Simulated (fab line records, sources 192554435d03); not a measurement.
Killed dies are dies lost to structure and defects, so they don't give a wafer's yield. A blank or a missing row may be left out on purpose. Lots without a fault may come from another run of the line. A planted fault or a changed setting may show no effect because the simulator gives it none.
Chamber matching | flow n5_finfet | N5_BEOL_M0_SAQP_SPACER2_ALD_26 on ald_sin-02: 4 sister chambers
The step deposits SiO2, target thk 15 nm, pulse time 1 s, purge time 2 s. 22 wafers are shown with their chamber, then 11 later ones without.

WAFERS WITH THEIR CHAMBER
wafer  | chamber | heater_power_w (W) | precursor_pulse_height_rel
L075.1 | 1       | 480                | 0.977
L075.2 | 2       | 516                | 1.020
L075.3 | 3       | 486                | 0.992
L077.1 | 1       | 471                | 1.011
L077.2 | 3       | 470                | 0.980
L077.3 | 2       | 511                | 1.020
L077.4 | 1       | 467                | 1.011
L077.5 | 2       | 505                | 0.990
L077.6 | 3       | 481                | 0.967
L079.2 | 2       | 517                | 1.013
L079.3 | 1       | 478                | 0.987
L079.6 | 2       | 509                | 0.993
L082.2 | 2       | 514                | 1.028
L082.4 | 0       | 482                | 1.035
L082.5 | 3       | 485                | 0.983
L085.2 | 3       | 482                | 0.995
L085.4 | 2       | 505                | 0.985
L085.5 | 0       | 484                | 0.992
L087.2 | 1       | 460                | 1.014
L087.3 | 2       | 522                | 1.018
L087.5 | 3       | 486                | 1.003
L088.1 | 2       | 523                | 0.964

SIGNATURES (means of the wafers above)
reading                    | chamber 0 | chamber 1 | chamber 2 | chamber 3 | scatter within a chamber
heater_power_w             | 483.00    | 471.20    | 513.56    | 481.67    | 6.69
precursor_pulse_height_rel | 1.01350   | 1.00000   | 1.00344   | 0.98667   | 0.019
Rule: a wafer's distance from a chamber is the root of the sum, over the readings, of the square of ((its reading less the chamber's mean) divided by the reading's scatter). The wafer belongs to the nearest chamber; if the next one is less than 2 further off, it can't be placed. The scatter: the root of (the sum of the squares of (reading less its chamber's mean) over the shown wafers, divided by (wafers less chambers)).

WAFERS WITHOUT THEIR CHAMBER
wafer  | heater_power_w (W) | precursor_pulse_height_rel
L088.4 | 473                | 1.020
L088.5 | 471                | 1.028
L089.2 | 483                | 0.968
L089.3 | 465                | 0.997
L089.6 | 483                | 1.010
L093.3 | 454                | 0.961
L093.5 | 487                | 1.006
L093.6 | 492                | 1.002
L094.1 | 481                | 1.005
L094.4 | 529                | 0.992
L094.5 | 470                | 0.950

WHICH CHAMBER EACH WENT THROUGH
wafer  | from the rows above               | in truth
L088.4 | can't be placed: 1 or 0 or 3      | 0
L088.5 | can't be placed: 1 or 0 or 3      | 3
L089.2 | can't be placed: 3 or 0 or 1      | 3
L089.3 | can't be placed: 1 or 3 or 0      | 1
L089.6 | can't be placed: 0 or 3 or 1      | 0
L093.3 | can't be placed: 1 or 3 or 0      | 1
L093.5 | can't be placed: 0 or 3 or 1      | 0
L093.6 | can't be placed: 0 or 3 or 1 or 2 | 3
L094.1 | can't be placed: 0 or 3 or 1      | 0
L094.4 | 2                                 | 2
L094.5 | can't be placed: 3 or 1 or 0      | 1
Placed correctly: 1 of 11. Can't be placed from these rows: 10 (the true chamber is among the candidates in 10). Placed wrongly: 0.
